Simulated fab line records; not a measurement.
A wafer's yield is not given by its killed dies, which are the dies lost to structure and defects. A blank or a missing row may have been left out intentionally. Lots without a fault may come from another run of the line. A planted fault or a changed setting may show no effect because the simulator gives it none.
Which tool did it? | flow n5Finfet | 30 wafers sampled from 10 lots at 1 step of a route of 1938

## WHAT THE GAUGES SHOWED, per wafer
N5_BEOL_M4_RC_MEAS_101. Usual: DIBL_N 36.0 mV/V, standard deviation 1.8; DIBL_P 36.3 mV/V, standard deviation 2.4; IOFF_N 0.16 nA/um, standard deviation 0.035; IOFF_P 0.21 nA/um, standard deviation 0.036; ION_N 673 uA/um, standard deviation 13; ION_P 461 uA/um, standard deviation 7.2; SS_N 71.4 mV/dec, standard deviation 0.6; SS_P 73.2 mV/dec, standard deviation 0.7; VT_N 250 mV, standard deviation 4; VT_P -250.9 mV, standard deviation 2.9.
lot  | measured     | on        | DIBL_N (mV/V)  | DIBL_P (mV/V)  | IOFF_N (nA/um) | IOFF_P (nA/um) | ION_N (uA/um) | ION_P (uA/um) | SS_N (mV/dec)  | SS_P (mV/dec)  | VT_N (mV)   | VT_P (mV)            | flag
L292 | day 8 20:15  | prober-02 | 36.7 34.7 39.2 | 38.2 33.9 41.4 | 0.19 0.14 0.25 | 0.25 0.17 0.32 | 675 666 693   | 465 457 473   | 72.5 72.2 72.8 | 73.7 72.5 74.6 | 248 250 242 | -248.4 -252.9 -245.7 | 
L295 | day 9 10:52  | prober-02 | 33.9 37.5 35.4 | 34.9 37.1 36.2 | 0.13 0.19 0.15 | 0.17 0.20 0.19 | 674 668 678   | 461 455 470   | 70.4 72.0 71.5 | 73.2 73.4 73.2 | 254 248 249 | -250.4 -251.0 -250.7 | 
L297 | day 9 23:12  | prober-01 | 35.3 35.7 32.9 | 37.0 36.7 34.1 | 0.15 0.15 0.11 | 0.20 0.20 0.16 | 675 666 668   | 464 459 465   | 71.0 71.3 71.0 | 73.5 73.3 72.7 | 249 253 255 | -252.4 -251.4 -253.0 | 
L299 | day 10 05:17 | prober-01 | 37.1 38.0 40.5 | 38.9 39.6 43.6 | 0.18 0.18 0.26 | 0.20 0.22 0.29 | 690 681 697   | 466 464 464   | 70.7 71.6 72.0 | 73.9 74.2 74.2 | 244 247 242 | -253.0 -252.3 -248.7 | 
L300 | day 11 02:52 | prober-01 | 36.3 36.3 39.2 | 36.1 36.3 39.5 | 0.17 0.16 0.24 | 0.20 0.20 0.26 | 683 686 691   | 464 464 459   | 71.6 71.9 72.2 | 73.7 73.7 74.0 | 247 249 244 | -252.8 -252.5 -249.3 | 
L301 | day 11 04:19 | prober-02 | 36.3 34.5 36.6 | 37.7 34.6 37.1 | 0.18 0.15 0.19 | 0.22 0.18 0.21 | 682 671 683   | 457 456 464   | 71.2 70.8 71.7 | 74.1 72.5 73.6 | 248 248 244 | -251.5 -252.5 -253.3 | 
L304 | day 11 10:07 | prober-01 | 35.5 33.3 35.3 | 34.8 33.1 34.6 | 0.15 0.12 0.15 | 0.20 0.18 0.19 | 685 669 677   | 470 456 462   | 71.1 70.8 70.9 | 72.8 72.4 72.5 | 250 252 251 | -249.7 -249.3 -251.7 | 
L310 | day 12 17:22 | prober-01 | 39.2 34.6 35.4 | 40.2 35.4 35.4 | 0.21 0.13 0.13 | 0.26 0.18 0.19 | 685 673 662   | 468 462 455   | 71.6 71.3 71.5 | 74.1 73.0 73.3 | 246 254 254 | -249.3 -252.8 -252.0 | 
L312 | day 14 04:22 | prober-01 | 36.3 36.6 35.2 | 34.9 36.3 33.6 | 0.15 0.15 0.13 | 0.20 0.22 0.17 | 679 671 661   | 465 459 450   | 71.5 70.9 71.0 | 73.1 73.6 71.9 | 246 249 250 | -251.2 -251.9 -253.3 | 
L313 | day 14 07:43 | prober-02 | 37.5 37.7 36.6 | 39.3 39.7 38.0 | 0.18 0.18 0.16 | 0.24 0.25 0.23 | 691 680 685   | 475 471 474   | 71.0 72.0 71.1 | 73.8 74.1 73.4 | 246 247 246 | -246.5 -247.2 -248.1 | 

## TOOL THAT RAN EACH LOT (tool first, then ch and the chambers of the sampled wafers, then the start)
No process step before these readings appears in the record.

## WHAT THE TOOLS THEMSELVES READ (means of the sampled wafers that have a number; where no wafer has one, the mark that the record gives instead)
The record holds no such reading with a usual standard deviation.

## THE ANSWER, worked out from the rows above alone
Rule: lot off if the mean of its wafers having a number is beyond 3 standard deviations from the usual mean. Also off: a lot with no number at a reading for which 4 or more lots have one. Any other lot the step has rows for is counted as sound. Order of review: gauges by route order, followed by the tools' own readings, for which a lot's mean as printed above is used. The first step at which some lot is off is used, and at that step the reading that is off furthest; a lot without a number counts as furthest.
None of the lots is off at any reading shown; this tells nothing.

## WHAT THE SIMULATOR HAD PUT IN
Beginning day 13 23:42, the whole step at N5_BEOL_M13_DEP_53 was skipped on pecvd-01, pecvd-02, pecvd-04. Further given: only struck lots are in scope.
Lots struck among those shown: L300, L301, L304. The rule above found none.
